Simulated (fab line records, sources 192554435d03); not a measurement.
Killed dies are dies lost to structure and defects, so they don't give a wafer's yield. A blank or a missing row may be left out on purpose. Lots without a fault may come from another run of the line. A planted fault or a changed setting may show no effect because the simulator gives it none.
Split-lot experiment | flow n5_finfet | 7 lots, 21 wafers read, on a route of 1938 steps

THE SPLIT
At N5_BEOL_M2_DESCUM_16 (chemistry O2, time 7 s), the setting time_s was moved away from the recipe's 7 s on 5 of the 21 wafers read, by -22.2% to +10.8%. The other wafers ran this setting at the recipe's value.

The reading is taken at the split's own step.

THE READING
CAR-EUV_of_BEOL_M2_COAT_05.thk_nm (the simulator's own value, which no gauge read), in nm, at N5_BEOL_M2_DESCUM_16 (chemistry O2, time 7 s). The file gives no usual value for it. The 16 wafers here that ran the recipe average 26.0 nm, standard deviation 0.048 nm.

wafer  | tool, chamber at the split | time_s as run, s | against the recipe | CAR-EUV_of_BEOL_M2_COAT_05.thk_nm, nm | against lot-mates on the recipe
L076.1 | rie_diel-02, 2             | 5.448            | -22.2%             | 26.8                                  | +0.8
L076.2 | rie_diel-02, 0,3           | 7                | recipe             | 26                                    | -
L076.5 | rie_diel-02, 0,3           | 7                | recipe             | 26                                    | -
L077.3 | rie_diel-02, 3             | 7                | recipe             | 26.2                                  | -
L077.4 | rie_diel-02, 1             | 7.755            | +10.8%             | 25.6                                  | -0.5
L077.6 | rie_diel-02, 0             | 7                | recipe             | 26                                    | -
L082.2 | rie_diel-02, 2             | 7.737            | +10.5%             | 25.6                                  | -0.4
L082.4 | rie_diel-02, 0,1           | 7                | recipe             | 26                                    | -
L082.5 | rie_diel-02, 0,1           | 7                | recipe             | 26                                    | -
L084.1 | rie_diel-05, 1,2,0         | 7                | recipe             | 26                                    | -
L084.3 | rie_diel-05, 1,2,0         | 7                | recipe             | 26                                    | -
L084.4 | rie_diel-05, 1,2,0         | 7                | recipe             | 26                                    | -
L085.1 | rie_diel-04, 0,1           | 6.438            | -8.0%              | 26.4                                  | +0.4
L085.5 | rie_diel-04, 0,1           | 6.438            | -8.0%              | 26.4                                  | +0.4
L085.4 | rie_diel-04, 2             | 7                | recipe             | 26                                    | -
L097.1 | rie_diel-05, 3,1,2         | 7                | recipe             | 26                                    | -
L097.3 | rie_diel-05, 3,1,2         | 7                | recipe             | 26                                    | -
L097.4 | rie_diel-05, 3,1,2         | 7                | recipe             | 26                                    | -
L096.2 | rie_diel-04, 1,1,2         | 7                | recipe             | 26                                    | -
L096.5 | rie_diel-04, 1,1,2         | 7                | recipe             | 26                                    | -
L096.6 | rie_diel-04, 1,1,2         | 7                | recipe             | 26                                    | -
Where a row lists several chambers, the file gives one row for several wafers and doesn't say which wafer went through which chamber.

THE FIT
A straight line over all 21 wafers: CAR-EUV_of_BEOL_M2_COAT_05.thk_nm changes by -0.0382 nm for each +1% of time_s; r = -0.98; the points scatter about the line by 0.053 nm.
The same after taking each lot's own level away (the mean of its wafers on the recipe; 21 wafers): -0.0398 nm for each +1%; r = -0.98; scatter 0.049 nm.
On that fit, the largest move of time_s shifts the reading by 0.88 nm.
The lots' own levels span 26.00 to 26.10 nm, that is 2.1 times the standard deviation above.
So the lot-to-lot level changes the slope little: the two slopes agree.
Check: with one of the wafers moved furthest among these (-22.2%) left out of the fit, the line predicts +1.01 nm for it against its lot-mates. It came out at +0.8 nm against them.

OTHER SPLITS ON THESE WAFERS
These wafers also went through other splits before the reading. Each is held against what the fit with the lots' levels taken away leaves over:
other split on the same wafers         | wafers away from the commonest value | r with CAR-EUV_of_BEOL_M2_COAT_05.thk_nm (lot level and that fit taken away)
N5_GATE_CUT_EXPOSE_10 dose_mj          | 8                                    | -0.21
N5_GATE_CUT_ETCH_36 cf4_flow_sccm      | 10                                   | +0.05
N5_MOL_CONTACT_COAG_VIA_ETCH_46 bias_w | 6                                    | +0.14
N5_MOL_CONTACT_COAG_COAT_64 spin_rpm   | 9                                    | -0.17
N5_BEOL_M0_SAQP_PECVD_96 time_s        | 9                                    | -0.20
N5_BEOL_M0_SAQP_PEB_12 peb_time_s      | 7                                    | +0.42
N5_BEOL_M0_CUTY_COAT_50 spin_rpm       | 10                                   | +0.09
N5_BEOL_M1_VIA_ETCH_34 time_s          | 6                                    | +0.24

THE FILE'S OWN FIT
CAR-EUV_of_BEOL_M2_COAT_05.thk_nm changes by -0.039 nm for each +1% of time_s, r = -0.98.
